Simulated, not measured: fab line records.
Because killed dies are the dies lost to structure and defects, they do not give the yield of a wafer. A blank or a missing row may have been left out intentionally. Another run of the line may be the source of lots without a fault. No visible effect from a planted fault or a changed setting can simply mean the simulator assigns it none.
Matching of chambers | flow nand_harc | 3 sister chambers for NHARC_P_CONTACT_ETCH_31 on rie_diel-11
The step etches the open film in CH3F/O2, target depth 30 nm, time 85.7 s. 6 wafers are shown with their chamber, then 5 later ones without.

## EACH WAFER AND ITS CHAMBER
wafer  | chamber | drypump_motor_current_A (A) | throttle_valve_pct (%)
L138.5 | 1       | 5.3                         | 20.659
L151.4 | 3       | 5.3                         | 20.650
L153.2 | 1       | 5.3                         | 20.663
L153.3 | 0       | 5.9                         | 20.664
L153.5 | 0       | 5.9                         | 20.645
L155.1 | 3       | 5.4                         | 20.666

## WAFERS WITH NO CHAMBER GIVEN
wafer  | drypump_motor_current_A (A) | throttle_valve_pct (%)
L155.2 | 5.3                         | 20.648
L155.6 | 5.3                         | 20.640
L157.3 | 5.9                         | 20.653
L159.2 | 5.3                         | 20.671
L159.4 | 5.9                         | 20.664

## CHAMBER TAKEN BY EACH
wafer  | from the rows above     | in truth
L155.2 | can't be placed: 1 or 3 | 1
L155.6 | can't be placed: 1 or 3 | 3
L157.3 | 0                       | 0
L159.2 | can't be placed: 1 or 3 | 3
L159.4 | 0                       | 0
Placed correctly: 2 of 5. From these rows, 3 cannot be placed; in 3 the true chamber is one of the candidates. Wrongly placed: 0.
How it was worked out, from the rows above alone: a wafer's distance from a chamber is the root of the sum, over the readings, of the square of ((its reading less the chamber's mean) divided by the reading's scatter). The wafer belongs to the nearest chamber; if the next one is less than 2 further off, it can't be placed. Each chamber's mean is taken over the wafers shown for it. The scatter is the square root of a quotient: the sum, over the shown wafers, of each reading's squared deviation from its chamber's mean, divided by wafers minus chambers.
